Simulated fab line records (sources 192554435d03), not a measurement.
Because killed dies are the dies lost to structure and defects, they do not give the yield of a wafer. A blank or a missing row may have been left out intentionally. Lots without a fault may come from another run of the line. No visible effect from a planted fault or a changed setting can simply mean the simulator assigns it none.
Matching of chambers / flow n5Finfet / N5_FIN_SAQP_PECVD_47 on pecvd-04: 3 sister chambers
The step deposits a-Si from SiH4/He, target thk 45 nm, time 36.3 s. 14 wafers are shown with their chamber, then 7 later ones without.

WAFERS WITH THEIR CHAMBER
wafer=L075.2; chamber=2; throttleValvePct (%)=18.0; showerheadPlenumPTorr (Torr)=5.58; heaterPowerW (W)=978
wafer=L075.4; chamber=0; throttleValvePct (%)=18.0; showerheadPlenumPTorr (Torr)=5.64; heaterPowerW (W)=787
wafer=L075.5; chamber=1; throttleValvePct (%)=20.4; showerheadPlenumPTorr (Torr)=5.62; heaterPowerW (W)=822
wafer=L081.2; chamber=1; throttleValvePct (%)=20.4; showerheadPlenumPTorr (Torr)=5.64; heaterPowerW (W)=815
wafer=L081.3; chamber=2; throttleValvePct (%)=18.1; showerheadPlenumPTorr (Torr)=5.58; heaterPowerW (W)=1025
wafer=L081.4; chamber=0; throttleValvePct (%)=18.0; showerheadPlenumPTorr (Torr)=5.65; heaterPowerW (W)=841
wafer=L084.3; chamber=2; throttleValvePct (%)=18.1; showerheadPlenumPTorr (Torr)=5.59; heaterPowerW (W)=1171
wafer=L084.5; chamber=2; throttleValvePct (%)=18.0; showerheadPlenumPTorr (Torr)=5.58; heaterPowerW (W)=1161
wafer=L084.6; chamber=0; throttleValvePct (%)=18.3; showerheadPlenumPTorr (Torr)=5.66; heaterPowerW (W)=885
wafer=L086.2; chamber=1; throttleValvePct (%)=20.2; showerheadPlenumPTorr (Torr)=5.65; heaterPowerW (W)=831
wafer=L086.3; chamber=0; throttleValvePct (%)=18.1; showerheadPlenumPTorr (Torr)=5.65; heaterPowerW (W)=799
wafer=L086.5; chamber=0; throttleValvePct (%)=18.2; showerheadPlenumPTorr (Torr)=5.67; heaterPowerW (W)=815
wafer=L087.1; chamber=0; throttleValvePct (%)=18.1; showerheadPlenumPTorr (Torr)=5.67; heaterPowerW (W)=828
wafer=L087.2; chamber=1; throttleValvePct (%)=20.5; showerheadPlenumPTorr (Torr)=5.64; heaterPowerW (W)=804

SIGNATURES (means of the wafers above)
reading=throttleValvePct; chamber 0=18.117; chamber 1=20.375; chamber 2=18.050; scatter within a chamber=0.107
reading=showerheadPlenumPTorr; chamber 0=5.6567; chamber 1=5.6375; chamber 2=5.5825; scatter within a chamber=0.0108
reading=heaterPowerW; chamber 0=825.83; chamber 1=818.00; chamber 2=1083.75; scatter within a chamber=56.2
Rule: a wafer's distance from a chamber is the root of the sum, over the readings, of the square of ((its reading less the chamber's mean) divided by the reading's scatter). The wafer belongs to the nearest chamber; if the next one is less than 2 further off, it can't be placed. How the scatter is found: for the shown wafers, subtract from each reading the mean of its chamber, square and add these, divide the total by (wafers less chambers), then take the root.

WAFERS WHOSE CHAMBER IS MISSING
wafer=L087.5; throttleValvePct (%)=18.3; showerheadPlenumPTorr (Torr)=5.65; heaterPowerW (W)=804
wafer=L094.1; throttleValvePct (%)=18.1; showerheadPlenumPTorr (Torr)=5.57; heaterPowerW (W)=1154
wafer=L094.2; throttleValvePct (%)=20.6; showerheadPlenumPTorr (Torr)=5.64; heaterPowerW (W)=734
wafer=L094.6; throttleValvePct (%)=18.0; showerheadPlenumPTorr (Torr)=5.58; heaterPowerW (W)=1152
wafer=L096.1; throttleValvePct (%)=17.7; showerheadPlenumPTorr (Torr)=5.60; heaterPowerW (W)=1154
wafer=L096.2; throttleValvePct (%)=20.3; showerheadPlenumPTorr (Torr)=5.65; heaterPowerW (W)=804
wafer=L096.4; throttleValvePct (%)=17.9; showerheadPlenumPTorr (Torr)=5.59; heaterPowerW (W)=1150

CHAMBER TAKEN BY EACH
wafer=L087.5; from the rows above=0; in truth=0
wafer=L094.1; from the rows above=2; in truth=2
wafer=L094.2; from the rows above=1; in truth=1
wafer=L094.6; from the rows above=2; in truth=2
wafer=L096.1; from the rows above=2; in truth=2
wafer=L096.2; from the rows above=1; in truth=1
wafer=L096.4; from the rows above=2; in truth=2
Correct placement for 7 of the 7. Number that these rows cannot place: 0. Number placed wrongly: 0.
